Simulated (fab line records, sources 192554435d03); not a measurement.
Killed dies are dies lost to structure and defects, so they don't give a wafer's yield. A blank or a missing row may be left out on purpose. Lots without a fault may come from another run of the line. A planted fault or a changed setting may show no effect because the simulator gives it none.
Chamber matching | flow n5_finfet | N5_MOL_CONTACT_COAG_ETCH_91 on rie_diel-04: 4 sister chambers
The step etches SOC in N2/H2, target depth 60 nm, overetch 21 nm, time 101.2 s. 4 wafers are shown with their chamber, then 9 later ones without.

WAFERS WITH THEIR CHAMBER
wafer  | chamber | showerhead_plenum_p_Torr (Torr)
L082.1 | 1       | 2.41
L090.1 | 2       | 2.47
L090.4 | 0       | 2.69
L090.5 | 3       | 2.52

WAFERS WITHOUT THEIR CHAMBER
wafer  | showerhead_plenum_p_Torr (Torr)
L091.3 | 2.40
L091.4 | 2.47
L091.5 | 2.47
L094.1 | 2.52
L094.2 | 2.40
L094.4 | 2.47
L097.2 | 2.68
L097.4 | 2.40
L097.6 | 2.68

WHICH CHAMBER EACH WENT THROUGH
wafer  | from the rows above | in truth
L091.3 | 1                   | 1
L091.4 | 2                   | 2
L091.5 | 2                   | 2
L094.1 | 3                   | 3
L094.2 | 1                   | 1
L094.4 | 2                   | 2
L097.2 | 0                   | 0
L097.4 | 1                   | 1
L097.6 | 0                   | 0
Placed correctly: 9 of 9. Can't be placed from these rows: 0. Placed wrongly: 0.
How it was worked out, from the rows above alone: a wafer's distance from a chamber is the root of the sum, over the readings, of the square of ((its reading less the chamber's mean) divided by the reading's scatter). The wafer belongs to the nearest chamber; if the next one is less than 2 further off, it can't be placed. A chamber's mean is the mean of its shown wafers. The scatter: with one shown wafer a chamber, the root of the mean of the squares of how far each hidden wafer lies from its nearest shown one.
